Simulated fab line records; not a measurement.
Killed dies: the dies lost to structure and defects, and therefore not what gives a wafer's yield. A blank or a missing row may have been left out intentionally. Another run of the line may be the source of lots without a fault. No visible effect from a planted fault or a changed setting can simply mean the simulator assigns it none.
fab line records | flow n5-finfet
record lots=9 | wafers=27 | last-day=17
route steps=1938 shown HKMG_FIN@439 BEOL_M4@1111 PASSIVATION@1936
lots that met no fault: from a run of the same line without faults
start-h: hours from the record's first day to the start of the lot's first wafer shown | wait-h: hours since the lot's step before | " repeats the value in the row above | L1.1+2: one row covering several wafers at once | - no value present, or no start provided | * or withheld: withheld | < > ~ a bound
route shown NAME@n: NAME is a module with steps in the file, n the number in the route of the first one | usual: average and standard deviation across the fault-free wafers | same: alike in all rows | chamber/n: place in a boat | sites: per-site readings | _std_site: standard deviation of those values | _edge_site: the outer-site mean with the inner-site mean subtracted | radius-mm: how far each site lies from the wafer's centre | mask NAME#n: copy n | behind: tool/chamber where the wafer was last shaped | hold: cause of the lot's hold/its duration in hours/its outcome | device: whichever transistor did not switch (one of n, p or np) | end of line: the tests these same wafers got at the end of their route | step lacking rows: just its recipe | killed: not the wafer's yield, but the dies lost to structure and defects at the first sort | map: a wafer's dies, marking killed ones x, the rest . and places with no die _
set.NAME: the setting the step ran with; set.NAME@STEP: the setting that earlier step ran with | model.NAME: the simulator's own value behind a step, which no gauge read
a sample of lots followed through the steps of the route, with each step as a table and each wafer as a row
services: the hour from which a tool's chamber was out of use, counted from the record's first day as start-h (under 0 if before that day), plus the number of hours and why
## steps
# step N5_HKMG_FIN_STRIP_92
# recipe chemistry=N2/H2 | material=SOC | time-s=20 | power-w=500 | temp-c=40 | pressure-mtorr=50 | rf-frequency-hz=6e+07 | bias-power-w=8 | h2-frac=0.5 | n2-flow-sccm=300 | h2-flow-sccm=300
# usual drypump-motor-current-A=5.6/0.37 | oes-product-au=0.79/0.09 | rf-vpp-V=54.1/0.86 | showerhead-plenum-p-Torr=3.33/0.091 | throttle-valve-pct=19.0/0.46
lot.wafer | tool        | chamber | start-h | wait-h | drypump-motor-current-A | oes-product-au | rf-hours-counter-h | rf-vpp-V | showerhead-plenum-p-Torr | throttle-valve-pct
L598.1    | rie-diel-04 | 3       | 84.52   | 0.1    | 5.5                     | 0.83           | 89                 | 53.7     | 3.21                     | 18.1
L598.4    | "           | 2       | "       | "      | 6.0                     | 0.72           | 176                | 54.2     | 3.32                     | 18.5
L598.5    | "           | 3       | "       | "      | 5.5                     | 0.83           | -                  | 53.2     | 3.21                     | 18.1
L601.1    | rie-diel-06 | 2       | 104.72  | 0.1    | 5.5                     | 0.74           | 160                | 56.4     | 3.39                     | 19.6
L601.5    | "           | 3       | "       | "      | 5.5                     | 0.90           | -                  | 54.2     | 3.28                     | 18.9
L601.6    | "           | 0       | "       | "      | 5.7                     | 0.69           | -                  | 55.8     | 3.34                     | 19.0
L610.1    | rie-diel-04 | 3       | 153.49  | 0.1    | 5.5                     | 0.80           | 112                | 53.4     | 3.20                     | 18.2
L610.5    | "           | 2       | "       | "      | 6.0                     | 0.71           | -                  | 53.2     | 3.31                     | 18.5
L610.6    | "           | 1       | "       | "      | 5.2                     | 0.76           | -                  | 52.8     | 3.25                     | 20.1
L611.4    | rie-diel-02 | 2       | 160.03  | 0.1    | 4.9                     | 0.76           | 172                | 55.0     | 3.49                     | 19.0
L611.5    | "           | 2       | "       | "      | 4.8                     | 0.75           | -                  | 54.4     | 3.49                     | 19.0
L611.6    | "           | 1       | "       | "      | 5.7                     | 0.72           | -                  | 53.2     | 3.19                     | 18.5
L613.4    | rie-diel-04 | 1       | 171.08  | 0.1    | 5.1                     | 0.76           | 149                | 54.6     | 3.25                     | 20.1
L613.5    | "           | 1       | "       | "      | 5.1                     | 0.75           | -                  | 53.6     | 3.25                     | 20.2
L613.6    | "           | 2       | "       | "      | 6.0                     | 0.70           | -                  | 53.3     | 3.30                     | 18.5
L615.1    | rie-diel-06 | 1       | 188.06  | 0.1    | 6.2                     | 0.88           | 43                 | 53.4     | 3.28                     | 19.1
L615.2    | "           | 2       | "       | "      | 5.5                     | 0.72           | 180                | 54.2     | 3.38                     | 19.7
L615.3    | "           | 3       | "       | "      | 5.5                     | 0.85           | 67                 | 52.0     | 3.27                     | 18.9
L616.2    | rie-diel-02 | 0       | 192.51  | 0.1    | 5.9                     | 0.70           | 235                | 54.5     | 3.45                     | 18.7
L616.4    | "           | 1       | "       | "      | 5.7                     | 0.72           | 203                | 52.7     | 3.19                     | 18.5
L616.5    | "           | 0       | "       | "      | 5.9                     | 0.70           | -                  | 54.5     | 3.45                     | 18.7
L617.1    | rie-diel-06 | 0       | 197.01  | 0.1    | 5.7                     | 1.02           | 2                  | 54.7     | 3.32                     | 18.6
L617.4    | "           | 1       | "       | "      | 6.2                     | 0.88           | 46                 | 53.9     | 3.28                     | 19.1
L617.5    | "           | 0       | "       | "      | 5.7                     | 1.02           | -                  | 54.5     | 3.32                     | 18.6
L619.2    | rie-diel-04 | 1       | 211.24  | 0.1    | 5.1                     | 0.75           | 164                | 53.2     | 3.24                     | 20.2
L619.4    | "           | 0       | "       | "      | 6.1                     | 0.72           | 226                | 54.6     | 3.47                     | 19.1
L619.5    | "           | 2       | "       | "      | 6.0                     | 0.70           | -                  | 53.1     | 3.30                     | 18.5
# step N5_HKMG_FIN_STRIP_89
# recipe chemistry=N2/H2 | material=SOC | time-s=20 | power-w=500 | temp-c=40 | pressure-mtorr=50 | rf-frequency-hz=6e+07 | bias-power-w=8 | h2-frac=0.5 | n2-flow-sccm=300 | h2-flow-sccm=300
# usual drypump-motor-current-A=5.6/0.41 | oes-product-au=0.78/0.082 | rf-vpp-V=54.0/0.86 | showerhead-plenum-p-Torr=3.33/0.095 | throttle-valve-pct=19.0/0.48
lot.wafer | tool        | chamber | start-h | wait-h | drypump-motor-current-A | oes-product-au | rf-hours-counter-h | rf-vpp-V | showerhead-plenum-p-Torr | throttle-valve-pct
L598.1    | rie-diel-04 | 0       | 85.45   | 0.0    | 6.1                     | 0.76           | 180                | 53.5     | 3.49                     | 19.1
L598.4    | "           | 1       | "       | "      | 5.1                     | 0.79           | 120                | 53.0     | 3.26                     | 20.1
L598.5    | "           | 2       | "       | "      | 6.0                     | 0.73           | -                  | 53.9     | 3.32                     | 18.5
L601.1    | rie-diel-04 | 0       | 105.65  | 0.0    | 6.1                     | 0.74           | 187                | 54.4     | 3.49                     | 19.1
L601.5    | "           | 2       | "       | "      | 6.0                     | 0.71           | -                  | 53.6     | 3.32                     | 18.5
L601.6    | "           | 3       | "       | "      | 5.5                     | 0.82           | -                  | 54.3     | 3.21                     | 18.1
L610.1    | rie-diel-06 | 0       | 154.64  | 0.0    | 5.7                     | 0.68           | 248                | 54.5     | 3.33                     | 19.0
L610.5    | "           | 1       | "       | "      | 6.2                     | 0.90           | -                  | 54.9     | 3.29                     | 19.1
L610.6    | "           | 0       | "       | "      | 5.7                     | 0.67           | -                  | 53.7     | 3.33                     | 19.0
L611.4    | rie-diel-04 | 1       | 160.96  | 0.0    | 5.1                     | 0.75           | 145                | 54.4     | 3.25                     | 20.1
L611.5    | "           | 0       | "       | "      | 6.1                     | 0.72           | -                  | 55.1     | 3.48                     | 19.1
L611.6    | "           | 1       | "       | "      | 5.1                     | 0.76           | -                  | 53.4     | 3.25                     | 20.1
L613.4    | rie-diel-04 | 0       | 172.01  | 0.0    | 6.1                     | 0.72           | 211                | 55.2     | 3.47                     | 19.1
L613.5    | "           | 0       | "       | "      | 6.2                     | 0.72           | -                  | 54.0     | 3.47                     | 19.1
L613.6    | "           | 1       | "       | "      | 5.1                     | 0.76           | -                  | 53.6     | 3.25                     | 20.1
L615.1    | rie-diel-06 | 3       | 189.05  | 0.0    | 5.5                     | 0.84           | 68                 | 53.6     | 3.27                     | 18.9
L615.2    | "           | 2       | "       | "      | 5.5                     | 0.72           | 180                | 53.5     | 3.38                     | 19.7
L615.3    | "           | 1       | "       | "      | 6.2                     | 0.88           | 43                 | 54.8     | 3.28                     | 19.1
L616.2    | rie-diel-02 | 1       | 193.44  | 0.0    | 5.7                     | 0.71           | 203                | 53.4     | 3.19                     | 18.5
L616.4    | "           | 2       | "       | "      | 4.8                     | 0.74           | 183                | 54.9     | 3.49                     | 19.0
L616.5    | "           | 2       | "       | "      | 4.8                     | 0.74           | -                  | 54.2     | 3.49                     | 19.0
L617.1    | rie-diel-02 | 2       | 197.93  | 0.0    | 4.8                     | 0.74           | 185                | 54.3     | 3.49                     | 19.0
L617.4    | "           | 2       | "       | "      | 4.8                     | 0.74           | -                  | 54.7     | 3.49                     | 19.0
L617.5    | "           | 1       | "       | "      | 5.7                     | 0.71           | -                  | 53.5     | 3.19                     | 18.5
L619.2    | rie-diel-02 | 3       | 212.24  | 0.0    | 5.2                     | 0.86           | 59                 | 53.8     | 3.30                     | 19.4
L619.4    | "           | 2       | "       | "      | 4.8                     | 0.74           | 189                | 54.5     | 3.48                     | 19.1
L619.5    | "           | 0       | "       | "      | 5.9                     | 0.69           | -                  | 53.9     | 3.44                     | 18.7
# step N5_HKMG_FIN_NWFM_ALD_20
# recipe material=TiAlC | target-thk-a=20 | temp-c=300 | ald-precursor-family=TiCl4 | ald-co-reactant=TEA | pulse-time-s=3 | purge-time-s=2 | co-reactant-purge-time-s=2 | co-reactant-pulse-time-s=10 | ald-cycles=7 | pressure-torr=3
# usual ald-cycles=7/0 | heater-power-outer-w=300/31 | heater-power-w=528/46 | precursor-pulse-height-rel=0.999/0.019
# same co-reactant-pulse-time-s=10
lot.wafer | tool         | chamber | start-h | wait-h | ald-cycles | heater-power-outer-w | heater-power-w | precursor-pulse-height-rel | since-wet-clean-h
L598.1    | ald-metal-02 | 0       | 86.03   | 0.3    | 7          | 290                  | 512            | 1.036                      | 2826
L598.4    | "            | 2       | "       | "      | 7          | 325                  | 538            | 0.975                      | 2826
L598.5    | "            | 3       | "       | "      | 7          | 296                  | 492            | 0.963                      | -
L601.1    | ald-metal-01 | 1       | 106.23  | 0.3    | 7          | 243                  | 455            | 0.990                      | 1308
L601.5    | "            | 0       | "       | "      | 7          | 356                  | 622            | 1.002                      | -
L601.6    | "            | 1       | "       | "      | 7          | 251                  | 471            | 0.998                      | -
L610.1    | ald-metal-01 | 3       | 155.21  | 0.3    | 7          | 294                  | 538            | 0.979                      | 1356
L610.5    | "            | 2       | "       | "      | 7          | 310                  | 565            | 1.006                      | -
L610.6    | "            | 3       | "       | "      | 7          | 294                  | 534            | 1.000                      | -
L611.4    | ald-metal-01 | 1       | 161.54  | 0.1    | 7          | 241                  | 455            | 1.001                      | 1363
L611.5    | "            | 2       | "       | "      | 7          | 305                  | 548            | 1.023                      | -
L611.6    | "            | 1       | "       | "      | 7          | 239                  | 478            | 0.971                      | -
L613.4    | ald-metal-01 | 1       | 172.65  | 0.1    | 7          | 239                  | 460            | 0.995                      | 1374
L613.5    | "            | 1       | "       | "      | 7          | 246                  | 458            | 1.022                      | -
L613.6    | "            | 2       | "       | "      | 7          | 306                  | 574            | 1.000                      | -
L615.1    | ald-metal-02 | 2       | 189.62  | 0.3    | 7          | 325                  | 537            | 1.002                      | 2929
L615.2    | "            | 1       | "       | "      | 7          | 276                  | 480            | 1.009                      | 2929
L615.3    | "            | 0       | "       | "      | 7          | 298                  | 504            | 1.001                      | 2929
L616.2    | ald-metal-01 | 1       | 194.02  | 0.3    | 7          | 243                  | 459            | 1.005                      | 1395
L616.4    | "            | 3       | "       | "      | 7          | 285                  | 535            | 0.961                      | 1395
L616.5    | "            | 3       | "       | "      | 7          | 293                  | 530            | 0.992                      | -
L617.1    | ald-metal-01 | 1       | 198.51  | 0.3    | 7          | 237                  | 470            | 0.976                      | 1400
L617.4    | "            | 3       | "       | "      | 7          | 292                  | 538            | 0.978                      | 1400
L617.5    | "            | 0       | "       | "      | 7          | 353                  | 615            | 1.011                      | -
L619.2    | ald-metal-03 | 1       | 212.81  | 0.3    | 7          | 329                  | 596            | 0.998                      | 4491
L619.4    | "            | 0       | "       | "      | 7          | 293                  | 509            | 1.003                      | 4491
L619.5    | "            | 0       | "       | "      | 7          | 293                  | 510            | 0.983                      | -
# step N5_HKMG_FIN_ALD_72
# recipe material=W | target-thk-a=20 | temp-c=300 | pressure-torr=7.5 | ald-precursor-family=WF6 | ald-co-reactant=B2H6 | pulse-time-s=1 | purge-time-s=2 | co-reactant-purge-time-s=2 | co-reactant-pulse-time-s=3 | ald-cycles=7
# usual ald-cycles=7/0 | heater-power-outer-w=297/16 | heater-power-w=498/28 | precursor-pulse-height-rel=0.999/0.018
# same co-reactant-pulse-time-s=3
lot.wafer | tool     | chamber | start-h | wait-h | ald-cycles | heater-power-outer-w | heater-power-w | precursor-pulse-height-rel | since-wet-clean-h
L598.1    | cvd-w-01 | 1       | 87.57   | 0.2    | 7          | 313                  | 520            | 0.970                      | 256
L598.4    | "        | 0       | "       | "      | 7          | 284                  | 482            | 0.993                      | -
L598.5    | "        | 0       | "       | "      | 7          | 291                  | 488            | 1.005                      | -
L601.1    | cvd-w-01 | 0       | 107.78  | 0.2    | 5          | 278                  | 497            | 1.022                      | 276
L601.5    | "        | 0       | "       | "      | 7          | 287                  | 487            | 0.997                      | -
L601.6    | "        | 1       | "       | "      | 5          | 305                  | 518            | 1.007                      | -
L610.1    | cvd-w-02 | 1       | 156.76  | 0.2    | 7          | 319                  | 532            | 1.008                      | 839
L610.5    | "        | 0       | "       | "      | 7          | 283                  | 460            | 1.000                      | -
L610.6    | "        | 1       | "       | "      | 7          | 315                  | 523            | 1.017                      | -
L611.4    | cvd-w-02 | 1       | 163.10  | 0.2    | 7          | 308                  | 548            | 0.997                      | -
L611.5    | "        | 1       | "       | "      | 7          | 318                  | 536            | 0.994                      | -
L611.6    | "        | 0       | "       | "      | 7          | 282                  | 465            | 0.988                      | -
L613.4    | cvd-w-02 | 1       | 174.29  | 0.2    | 7          | 311                  | 528            | 0.985                      | -
L613.5    | "        | 0       | "       | "      | 7          | 279                  | 460            | 0.998                      | -
L613.6    | "        | 1       | "       | "      | 7          | 307                  | 531            | 0.979                      | -
L615.1    | cvd-w-01 | 1       | 191.17  | 0.2    | 7          | 311                  | 505            | 0.988                      | 359
L615.2    | "        | 0       | "       | "      | 7          | 276                  | 487            | 1.012                      | 359
L615.3    | "        | 0       | "       | "      | 7          | 283                  | 478            | 0.988                      | -
L616.2    | cvd-w-01 | 1       | 195.67  | 0.2    | 7          | 313                  | 521            | 1.007                      | 364
L616.4    | "        | 1       | "       | "      | 7          | 311                  | 510            | 1.016                      | -
L616.5    | "        | 0       | "       | "      | 7          | 277                  | 481            | 1.039                      | -
L617.1    | cvd-w-01 | 1       | 200.05  | 0.2    | 7          | 313                  | 510            | 1.011                      | 368
L617.4    | "        | 1       | "       | "      | 7          | 315                  | 504            | 0.993                      | -
L617.5    | "        | 1       | "       | "      | 7          | 311                  | 525            | 0.967                      | -
L619.2    | cvd-w-01 | 1       | 214.45  | 0.2    | 7          | 311                  | 515            | 0.989                      | 382
L619.4    | "        | 0       | "       | "      | 7          | 280                  | 480            | 1.003                      | -
L619.5    | "        | 1       | "       | "      | 7          | 312                  | 514            | 0.989                      | -
# step N5_BEOL_M4_RC_MEAS_101
# usual DIBL_N=37.3/2.3 | DIBL_P=37.4/2.9 | IOFF_N=0.18/0.045 | IOFF_P=0.25/0.054 | ION_N=679/15 | ION_P=468/9.7 | SS_N=71.8/0.62 | SS_P=73.6/0.76 | VT_N=248/4.1 | VT_P=-248/3.6
lot.wafer | tool      | chamber | start-h | wait-h | DIBL_N[mV/V] | DIBL_P[mV/V] | IOFF_N[nA/um] | IOFF_P[nA/um] | ION_N[uA/um] | ION_P[uA/um] | SS_N[mV/dec] | SS_P[mV/dec] | VT_N[mV] | VT_P[mV]
L598.1    | prober-01 | 0       | 182.56  | 0.0    | 36.8         | 37.7         | 0.16          | 0.26          | 687          | 483          | 72.0         | 74.3         | 247      | -246
L598.4    | "         | 0       | "       | "      | 36.2         | 35.5         | 0.14          | 0.24          | 669          | 466          | 71.4         | 73.4         | 251      | -245
L598.5    | "         | 0       | "       | "      | 37.5         | 37.9         | 0.17          | 0.28          | 689          | 482          | 71.9         | 73.8         | 246      | -246
L601.1    | prober-01 | 0       | 190.00  | 0.5    | 36.8         | 36.0         | 0.17          | 0.23          | 683          | 464          | 71.3         | 73.0         | 251      | -249
L601.5    | "         | 0       | "       | "      | 38.7         | 38.6         | 0.21          | 0.28          | 687          | 473          | 72.1         | 74.0         | 247      | -245
L601.6    | "         | 0       | "       | "      | 37.2         | 37.3         | 0.18          | 0.26          | 692          | 480          | 71.9         | 74.4         | 248      | -245
L611.4    | prober-01 | 0       | 242.36  | 0.5    | 38.6         | 39.5         | 0.19          | 0.26          | 668          | 457          | 72.1         | 74.2         | 248      | -251
L611.5    | "         | 0       | "       | "      | 37.7         | 38.2         | 0.17          | 0.25          | 683          | 469          | 72.4         | 73.5         | 248      | -251
L611.6    | "         | 0       | "       | "      | 35.2         | 35.6         | 0.12          | 0.21          | 647          | 448          | 72.0         | 74.0         | 253      | -252
L610.1    | prober-02 | 0       | 260.49  | 0.0    | 39.9         | 41.6         | 0.25          | 0.33          | 703          | 481          | 71.6         | 73.8         | 245      | -243
L610.5    | "         | 0       | "       | "      | 33.8         | 33.4         | 0.12          | 0.18          | 675          | 470          | 71.2         | 72.9         | 252      | -251
L610.6    | "         | 0       | "       | "      | 36.5         | 36.2         | 0.15          | 0.22          | 658          | 465          | 71.5         | 73.8         | 253      | -247
L613.4    | prober-02 | 0       | 269.11  | 0.5    | 33.5         | 34.4         | 0.14          | 0.20          | 669          | 463          | 70.6         | 73.1         | 251      | -249
L613.5    | "         | 0       | "       | "      | 32.0         | 33.1         | 0.13          | 0.19          | 679          | 468          | 70.6         | 72.6         | 249      | -250
L613.6    | "         | 0       | "       | "      | 35.5         | 35.0         | 0.16          | 0.21          | 652          | 450          | 71.8         | 73.5         | 251      | -253
L615.1    | prober-01 | 0       | 274.23  | 0.0    | 38.1         | 38.7         | 0.18          | 0.23          | 679          | 459          | 72.0         | 73.5         | 246      | -250
L615.2    | "         | 0       | "       | "      | 39.1         | 39.5         | 0.20          | 0.24          | 674          | 458          | 71.9         | 73.8         | 246      | -250
L615.3    | "         | 0       | "       | "      | 36.4         | 35.6         | 0.16          | 0.19          | 685          | 465          | 71.9         | 73.0         | 249      | -252
L616.2    | prober-02 | 0       | 274.66  | 0.2    | 39.6         | 38.4         | 0.19          | 0.25          | 683          | 464          | 71.9         | 74.1         | 248      | -251
L616.4    | "         | 0       | "       | "      | 41.1         | 40.5         | 0.23          | 0.32          | 682          | 467          | 73.4         | 74.8         | 246      | -244
L616.5    | "         | 0       | "       | "      | 36.8         | 33.9         | 0.14          | 0.17          | 653          | 449          | 71.7         | 72.3         | 255      | -253
L617.1    | prober-01 | 0       | 292.03  | 0.0    | 38.4         | 38.8         | 0.19          | 0.27          | 677          | 475          | 71.7         | 73.7         | 246      | -244
L617.4    | "         | 0       | "       | "      | 36.2         | 35.8         | 0.15          | 0.22          | 662          | 462          | 71.6         | 72.5         | 252      | -245
L617.5    | "         | 0       | "       | "      | 38.8         | 39.9         | 0.20          | 0.29          | 677          | 469          | 72.2         | 73.6         | 248      | -245
L619.2    | prober-01 | 0       | 300.67  | 0.2    | 38.2         | 37.6         | 0.17          | 0.22          | 663          | 455          | 72.4         | 73.6         | 254      | -252
L619.4    | "         | 0       | "       | "      | 38.9         | 41.0         | 0.22          | 0.31          | 688          | 470          | 72.6         | 74.6         | 244      | -246
L619.5    | "         | 0       | "       | "      | 34.8         | 34.9         | 0.12          | 0.19          | 654          | 460          | 71.5         | 73.9         | 257      | -251
# step N5_PASSIVATION_PROBE_49
# usual defect-limited-yield=91.3/1.5 | killed_at_M0_to_M3=35/8.7 | killed_at_M4_up=14/5.5 | killed-at-contacts=11/5.6 | killed-at-front-end=39/13 | killed-at-other=3.7/2.2 | killed-dies=103/18 | killed-open=69/14 | killed-short=33/7.8 | sort_bin_5_function=5.1/0.99 | sort_bin_6_memory=3.3/0.67 | sort_bin_8_speed=0.02/0.17 | sort-n-pass=1077/18 | sort-yield-pct=91.2/1.5
# same gross-dies=1180 | killed-at-back-side=0 | sort_bin_4_leakage[%]=0
lot.wafer | tool      | chamber | start-h | wait-h | defect-limited-yield[%] | killed_at_M0_to_M3 | killed_at_M4_up | killed-at-contacts | killed-at-front-end | killed-at-other | killed-dies | killed-open | killed-short | sort_bin_5_function[%] | sort_bin_6_memory[%] | sort_bin_8_speed[%] | sort-n-pass | sort-yield-pct[%]
L610.1    | prober-02 | -       | 359.58  | 0.0    | 93.1                    | 28                 | 11              | 8                  | 34                  | 0               | 81          | 52          | 29           | 4.4                    | 2.2                  | 0                   | 1099        | 93.1
L610.5    | prober-02 | -       | 359.78  | 0.2    | 91.8                    | 34                 | 19              | 6                  | 37                  | 1               | 97          | 64          | 33           | 5.3                    | 2.5                  | 0                   | 1083        | 91.8
L610.6    | prober-02 | -       | 359.83  | 0.3    | 91.2                    | 36                 | 10              | 7                  | 44                  | 7               | 104         | 64          | 39           | 6.0                    | 2.5                  | 0                   | 1076        | 91.2
# killed by level:class
L610.1 FIN_SAQP:geometric-particle:short=12 FIN_SAQP:geometric-particle:open=8 MOL_CONTACT_COAG:geometric-particle:open=7 BEOL_M0_SAQP:geometric-particle:open=7 BEOL_M1:geometric-particle:open=6 BEOL_M4:geometric-particle:open=5 BEOL_M0_SAQP:geometric-particle:short=4 STI_FIN_REVEAL:geometric-particle:open=3
L610.5 FIN_SAQP:geometric-particle:short=11 FIN_SAQP:geometric-particle:open=10 BEOL_M4:geometric-particle:open=10 BEOL_M0_SAQP:geometric-particle:open=9 DUMMY_GATE:geometric-particle:open=6 MOL_CONTACT_COAG:geometric-particle:open=6 BEOL_M1:geometric-particle:open=6 BEOL_M0_SAQP:geometric-particle:short=4
L610.6 FIN_SAQP:geometric-particle:open=13 FIN_SAQP:geometric-particle:short=11 BEOL_M0_SAQP:geometric-particle:open=7 BEOL_M1:geometric-particle:open=6 STI_FIN_REVEAL:geometric-particle:open=5 MOL_CONTACT_COAG:geometric-particle:open=5 BEOL_M0_SAQP:geometric-particle:short=5 BEOL_M2:geometric-particle:open=5
## services
tool         | chamber | start-h | hours | kind
rie-diel-06  | 1       | 61.97   | -     | clean
rie-diel-06  | 1       | 61.97   | -     | consumable-replace:focus-ring
rie-diel-06  | 1       | 61.97   | 16.0  | scheduled-down
rie-diel-06  | 1       | 61.97   | 16.0  | vent-cycle
rie-diel-04  | 3       | 69.58   | 3.5   | repair
rie-diel-02  | 1       | 71.49   | 3.0   | repair
ald-metal-02 | -       | 75.77   | 1.0   | repair
ald-metal-02 | -       | 78.07   | 1.8   | repair
ald-metal-03 | -       | 95.11   | 6.0   | pm
cvd-w-01     | -       | 103.06  | 0.8   | repair
cvd-w-01     | 0       | 142.14  | 2.4   | repair
rie-diel-06  | 2       | 148.52  | 29.0  | repair
rie-diel-02  | 3       | 166.84  | 4.9   | repair
rie-diel-02  | -       | 177.25  | 2.8   | pm
rie-diel-06  | 0       | 177.60  | -     | clean
rie-diel-06  | 0       | 177.60  | -     | consumable-replace:focus-ring
rie-diel-06  | 0       | 177.60  | 13.5  | scheduled-down
rie-diel-06  | 0       | 177.60  | 13.5  | vent-cycle
ald-metal-02 | -       | 178.07  | 6.0   | pm
rie-diel-04  | 2       | 179.58  | 5.0   | repair
cvd-w-02     | -       | 193.81  | 1.1   | repair
rie-diel-02  | 0       | 197.42  | 3.8   | repair
## key
first-sign step=N5_HKMG_FIN_ALD_72 | reading=ald-cycles | direction=down | sigmas=99+ | usual=* | struck=*
effect none on later readings
met-at N5_HKMG_FIN_ALD_72
struck-lots L601
struck-wafers L601.1,L601.6
not-acting-at N5_HKMG_FIN_STRIP_92,N5_HKMG_FIN_STRIP_89,N5_HKMG_FIN_NWFM_ALD_20
onset-between 87.57 107.78
fault kind=process-parameter-drift | tool=cvd-w-01 | chamber=- | onset-h=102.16 | steps=N5_HKMG_FIN_ALD_72 | channel=ald-cycles | offset=* | shape=step | end-h=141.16 | scope=struck-wafers-only | stated=*
